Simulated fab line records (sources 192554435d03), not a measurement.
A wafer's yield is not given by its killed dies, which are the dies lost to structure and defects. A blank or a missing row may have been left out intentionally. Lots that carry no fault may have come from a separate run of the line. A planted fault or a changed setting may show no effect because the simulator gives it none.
fab line records | flow n5_finfet | part 2 of 2: steps 21 to 26 of 26
[record] lots = 5 | wafers = 15 | last_day = 16
route steps=1938 shown BEOL_M14@1731
lots with no fault: from the same line, run without faults
start_h: start of the lot's first displayed wafer, in hours after the record's first day | wait_h: time in hours since the lot's previous step | " as in the row above | L1.1+2: a single row standing in for several wafers | - value missing, or start not given | * or withheld: withheld | < > ~ a bound
route shown NAME@n: names a module that has steps shown in the file, with the first one's number in the route | usual: mean/standard deviation taken from wafers without a fault | same: alike in all rows | chamber/n: place in a boat | sites: per-site readings | _std_site: their standard deviation | _edge_site: the outer-site mean with the inner-site mean subtracted | radius_mm: for every site, how far away it sits from the centre of the wafer | mask NAME#n: copy n | behind: the last tool/chamber to shape the wafer | hold: reason for holding the lot/hours on hold/outcome of the hold | device: the transistor (n, p or np) that didn't switch | end of line: the tests these same wafers got at the end of their route | a step without rows: its recipe alone | killed: dies that structure and defects cost at the first sort, which is not the same as the wafer's yield | map: per-die view of a wafer (x killed, . not killed, _ where there is no die)
set.NAME: the setting that was run; set.NAME@STEP: the one run at that earlier step | model.NAME: the simulator's own value behind a step, which no gauge read
certain route steps with their lots: each step a table, each wafer a row
services: a tool's chamber out of use, with start hour (start_h, from the record's first day; less than 0 if before it), hours out, and reason
[[steps]]
[step N5_BEOL_M14_ETCH_68]
[recipe] chemistry = N2/H2 | target = SOC | mask_material = SiARC | source_w = 3000 | bias_w = 350 | temp_c = 40 | time_s = 450 | ion_energy_ev = 200 | pressure_mtorr = 30 | n2_flow_sccm = 200 | h2_flow_sccm = 200
[usual] chamber_pressure_mTorr = 30.003/0.026 | drypump_motor_current_A = 5.8/0.56 | h2_flow_sccm = 200.0/0.63 | n2_flow_sccm = 200.1/0.6 | oes_product_au = 0.80/0.078 | rf_vpp_V = 523.2/2.2 | showerhead_plenum_p_Torr = 2.52/0.075 | throttle_valve_pct = 17.82/0.23
lot.wafer | tool        | chamber | start_h | wait_h | chamber_pressure_mTorr | drypump_motor_current_A | h2_flow_sccm | n2_flow_sccm | oes_product_au | rf_hours_counter_h | rf_vpp_V | showerhead_plenum_p_Torr | throttle_valve_pct
L076.1    | rie_diel-06 | 2       | 253.27  | 0.1    | 30.024                 | 5.9                     | 200.0        | 200.6        | 0.70           | 185                | 520.2    | 2.42                     | 17.63
L076.3    | "           | 3       | "       | "      | 30.006                 | 4.9                     | 200.8        | 199.3        | 0.78           | 121                | 523.2    | 2.56                     | 18.02
L076.5    | "           | 0       | "       | "      | 30.023                 | 6.8                     | 200.5        | 200.0        | 0.76           | -                  | 521.9    | 2.45                     | 17.52
L078.2    | rie_diel-02 | 0       | 275.01  | 0.1    | 29.990                 | 5.3                     | 200.1        | 200.4        | 0.83           | 62                 | 523.0    | 2.48                     | 17.49
L078.4    | "           | 2       | "       | "      | 30.042                 | 6.5                     | 199.1        | 199.4        | 0.79           | -                  | 523.9    | 2.56                     | 17.97
L078.5    | "           | 1       | "       | "      | 30.040                 | 5.5                     | 200.5        | 200.8        | 0.68           | -                  | 527.5    | 2.62                     | 18.14
L081.2    | rie_diel-04 | 1       | 285.99  | 0.1    | 29.970                 | 5.9                     | 199.0        | 199.8        | 0.87           | 42                 | 522.0    | 2.48                     | 17.73
L081.3    | "           | 0       | "       | "      | 29.963                 | 6.5                     | 199.3        | 199.0        | 0.89           | 29                 | 522.1    | 2.48                     | 17.50
L081.5    | "           | 3       | "       | "      | 30.015                 | 6.0                     | 200.2        | 200.3        | 0.80           | -                  | 526.1    | 2.67                     | 17.72
L085.1    | rie_diel-06 | 2       | 300.59  | 0.1    | 29.965                 | 6.0                     | 200.1        | 200.1        | 0.69           | 200                | 522.4    | 2.42                     | 17.65
L085.3    | "           | 1       | "       | "      | 29.977                 | 5.7                     | 199.7        | 198.9        | 0.71           | 183                | 526.5    | 2.64                     | 18.23
L085.5    | "           | 2       | "       | "      | 29.999                 | 5.9                     | 200.0        | 200.4        | 0.69           | -                  | 520.8    | 2.42                     | 17.65
L094.1    | rie_diel-04 | 1       | 366.71  | 0.1    | 30.006                 | 6.0                     | 200.0        | 200.3        | 0.84           | 69                 | 521.6    | 2.47                     | 17.74
L094.5    | "           | 3       | "       | "      | 30.009                 | 6.0                     | 199.3        | 200.7        | 0.77           | -                  | 526.8    | 2.66                     | 17.76
L094.6    | "           | 2       | "       | "      | 29.935                 | 5.9                     | 200.1        | 200.1        | 0.76           | -                  | 521.4    | 2.44                     | 17.94
[step N5_BEOL_M14_STRIP_69]
[recipe] chemistry = N2/H2 | temp_c = 40 | n2_flow_sccm = 200 | h2_flow_sccm = 200 | rf_frequency_hz = 6e+07
lot.wafer  | tool        | chamber | start_h | wait_h
L076.1+3+5 | rie_diel-06 | 2,3,0   | 253.53  | 0.1
L078.2+4+5 | rie_diel-02 | 0,2,1   | 275.27  | 0.1
L081.2+3+5 | rie_diel-04 | 1,0,3   | 286.26  | 0.1
L085.1+3+5 | rie_diel-06 | 2,1,2   | 300.86  | 0.1
L094.1+5+6 | rie_diel-04 | 1,3,2   | 366.97  | 0.1
[step N5_BEOL_M14_TRENCH_ETCH_34]
[recipe] chemistry = C4F8/O2/Ar | target = SiO2 | target_depth_a = 5566.5 | mask_material = SOC | he_inner_torr = 15 | he_outer_torr = 30 | time_s = 126.9 | ion_energy_ev = 800 | pressure_mtorr = 20 | source_w = 1905 | bias_w = 2040 | Ar_flow_sccm = 400 | C4F8_flow_sccm = 16 | O2_flow_sccm = 12
[usual] chamber_pressure_mTorr = 19.999/0.015 | drypump_motor_current_A = 5.8/0.56 | oes_o_777_au = 0.80/0.074 | oes_product_au = 0.80/0.078 | rf_vpp_V = 2228/17 | showerhead_plenum_p_Torr = 3.41/0.093 | throttle_valve_pct = 30.90/0.27
lot.wafer | tool        | chamber | start_h | wait_h | chamber_pressure_mTorr | drypump_motor_current_A | oes_o_777_au | oes_product_au | rf_hours_counter_h | rf_vpp_V | showerhead_plenum_p_Torr | throttle_valve_pct
L076.1    | rie_diel-06 | 2       | 253.54  | 0.0    | 19.993                 | 6.0                     | 0.70         | 0.71           | 185                | 2234     | 3.29                     | 30.66
L076.3    | "           | 3       | "       | "      | 19.985                 | 4.9                     | 0.77         | 0.77           | 121                | 2251     | 3.45                     | 31.08
L076.5    | "           | 0       | "       | "      | 20.015                 | 6.8                     | 0.74         | 0.75           | -                  | 2224     | 3.30                     | 30.40
L078.2    | rie_diel-02 | 0       | 275.28  | 0.0    | 19.984                 | 5.3                     | 0.83         | 0.84           | 63                 | 2211     | 3.34                     | 30.47
L078.4    | "           | 2       | "       | "      | 20.025                 | 6.5                     | 0.78         | 0.80           | -                  | 2236     | 3.45                     | 31.13
L078.5    | "           | 1       | "       | "      | 19.995                 | 5.5                     | 0.68         | 0.68           | -                  | 2234     | 3.52                     | 31.06
L081.2    | rie_diel-04 | 1       | 286.27  | 0.0    | 20.003                 | 5.9                     | 0.88         | 0.87           | 42                 | 2215     | 3.35                     | 30.86
L081.3    | "           | 0       | "       | "      | 20.019                 | 6.5                     | 0.89         | 0.90           | 29                 | 2210     | 3.38                     | 30.89
L081.5    | "           | 3       | "       | "      | 19.995                 | 6.0                     | 0.79         | 0.79           | -                  | 2252     | 3.60                     | 30.80
L085.1    | rie_diel-06 | 2       | 300.87  | 0.0    | 20.003                 | 6.0                     | 0.70         | 0.69           | 200                | 2236     | 3.28                     | 30.69
L085.3    | "           | 1       | "       | "      | 19.966                 | 5.7                     | 0.71         | 0.72           | 183                | 2249     | 3.55                     | 31.31
L085.5    | "           | 2       | "       | "      | 19.992                 | 6.0                     | 0.69         | 0.70           | -                  | 2234     | 3.28                     | 30.68
L094.1    | rie_diel-04 | 1       | 366.98  | 0.0    | 19.991                 | 5.9                     | 0.84         | 0.84           | 69                 | 2216     | 3.34                     | 30.90
L094.5    | "           | 3       | "       | "      | 20.003                 | 6.0                     | 0.77         | 0.77           | -                  | 2253     | 3.58                     | 30.82
L094.6    | "           | 2       | "       | "      | 20.007                 | 5.9                     | 0.76         | 0.75           | -                  | 2242     | 3.31                     | 31.03
[step N5_BEOL_M14_STRIP_70]
[recipe] chemistry = C4F8/O2/Ar | resist = SiARC | rf_frequency_hz = 6e+07
lot.wafer  | tool        | chamber | start_h | wait_h
L076.1+3+5 | rie_diel-06 | 2,3,0   | 253.66  | 0.1
L078.2+4+5 | rie_diel-02 | 0,2,1   | 275.40  | 0.1
L081.2+3+5 | rie_diel-04 | 1,0,3   | 286.38  | 0.1
L085.1+3+5 | rie_diel-06 | 2,1,2   | 300.98  | 0.1
L094.1+5+6 | rie_diel-04 | 1,3,2   | 367.10  | 0.1
[step N5_BEOL_M14_OCD_MEAS_35]
[usual] trench_depth_nm = 559/9.2
lot.wafer | tool   | chamber | start_h | wait_h | trench_depth_nm
L076.1    | ocd-01 | -       | 253.70  | 0.0    | 545
L076.3    | "      | -       | "       | "      | 555
L076.5    | "      | -       | "       | "      | 542
L078.2    | ocd-01 | -       | 275.44  | 0.0    | 569
L078.4    | "      | -       | "       | "      | 570
L078.5    | "      | -       | "       | "      | 552
L081.2    | ocd-02 | -       | 286.42  | 0.0    | 557
L081.3    | "      | -       | "       | "      | 572
L081.5    | "      | -       | "       | "      | 555
L085.1    | ocd-01 | -       | 301.02  | 0.0    | 550
L085.3    | "      | -       | "       | "      | 560
L085.5    | "      | -       | "       | "      | 546
L094.1    | ocd-01 | -       | 367.14  | 0.0    | 566
L094.5    | "      | -       | "       | "      | 558
L094.6    | "      | -       | "       | "      | 555
[step N5_BEOL_M14_STRIP_37]
[recipe] chemistry = O2 | power_w = 600 | temp_c = 60 | pressure_mtorr = 30 | rf_frequency_hz = 6e+07 | bias_power_w = 0 | overash_fraction = 0.3 | o2_flow_sccm = 225
[usual] chamber_pressure_mTorr = 30.00/0.059 | drypump_motor_current_A = 5.9/0.53 | oes_product_au = 0.81/0.077 | rf_vpp_V = 3.7/1.1 | showerhead_plenum_p_Torr = 2.08/0.065 | throttle_valve_pct = 16.66/0.19
lot.wafer | tool        | chamber | start_h | wait_h | chamber_pressure_mTorr | drypump_motor_current_A | oes_product_au | rf_hours_counter_h | rf_vpp_V | showerhead_plenum_p_Torr | throttle_valve_pct
L076.1    | rie_diel-04 | 3       | 255.22  | 1.5    | 29.99                  | 6.0                     | 0.80           | 88                 | 4.8      | 2.21                     | 16.62
L076.3    | "           | 0       | "       | "      | 30.00                  | 6.5                     | 0.92           | 19                 | 3.9      | 2.07                     | 16.52
L076.5    | "           | 0       | "       | "      | 29.98                  | 6.5                     | 0.92           | -                  | 1.4      | 2.06                     | 16.50
L078.2    | rie_diel-06 | 1       | 277.56  | 2.1    | 29.93                  | 5.7                     | 0.72           | 176                | 4.9      | 2.18                     | 17.11
L078.4    | "           | 3       | "       | "      | 29.99                  | 4.9                     | 0.77           | 129                | 5.2      | 2.10                     | 16.76
L078.5    | "           | 2       | "       | "      | 30.00                  | 5.9                     | 0.68           | -                  | 3.4      | 2.00                     | 16.66
L081.2    | rie_diel-02 | 3       | 288.05  | 1.6    | 30.12                  | 5.1                     | 0.99           | 6                  | 3.6      | 2.06                     | 16.77
L081.3    | "           | 2       | "       | "      | 30.06                  | 6.5                     | 0.79           | 126                | 4.1      | 2.10                     | 16.81
L081.5    | "           | 3       | "       | "      | 29.85                  | 5.1                     | 0.98           | -                  | 3.6      | 2.06                     | 16.75
L085.1    | rie_diel-04 | 2       | 302.38  | 1.4    | 29.96                  | 5.9                     | 0.78           | 116                | 6.6      | 2.02                     | 16.80
L085.3    | "           | 3       | "       | "      | 30.02                  | 6.0                     | 0.79           | 105                | 4.4      | 2.20                     | 16.62
L085.5    | "           | 3       | "       | "      | 30.07                  | 6.0                     | 0.79           | -                  | 3.3      | 2.20                     | 16.64
L094.1    | rie_diel-04 | 2       | 367.50  | 0.4    | 30.05                  | 5.8                     | 0.76           | 140                | 3.1      | 2.02                     | 16.82
L094.5    | "           | 3       | "       | "      | 29.90                  | 6.0                     | 0.77           | -                  | 3.7      | 2.20                     | 16.66
L094.6    | "           | 0       | "       | "      | 30.01                  | 6.5                     | 0.87           | -                  | 4.1      | 2.05                     | 16.59
[[services]]
tool           | chamber | start_h | hours | kind
krf_scanner-01 | -       | 227.69  | 0.8   | pm
krf_scanner-02 | -       | 229.65  | 11.5  | repair
rie_diel-04    | 0       | 234.06  | 1.5   | repair
rie_diel-02    | 3       | 252.44  | -     | clean
rie_diel-02    | 3       | 252.44  | -     | consumable_replace:focus_ring
rie_diel-02    | 3       | 252.44  | 23.4  | scheduled_down
rie_diel-02    | 3       | 252.44  | 23.4  | vent_cycle
krf_scanner-01 | -       | 255.86  | 3.0   | pm
krf_scanner-01 | -       | 269.26  | 1.0   | pm
krf_scanner-02 | -       | 275.60  | 1.3   | pm
krf_scanner-01 | 0       | 279.85  | -     | calibration
rie_diel-02    | 1       | 284.06  | -     | clean
rie_diel-02    | 1       | 284.06  | -     | consumable_replace:focus_ring
rie_diel-02    | 1       | 284.06  | 13.9  | scheduled_down
rie_diel-02    | 1       | 284.06  | 13.9  | vent_cycle
krf_scanner-02 | -       | 288.62  | 1.0   | pm
krf_scanner-01 | -       | 289.81  | 1.3   | pm
krf_scanner-02 | 0       | 339.19  | -     | calibration
rie_diel-04    | 1       | 342.58  | 5.9   | repair
wet_bench-05   | -       | 345.79  | 1.7   | repair
rie_diel-04    | 3       | 353.66  | 5.1   | repair
rie_diel-06    | -       | 360.52  | 0.5   | repair
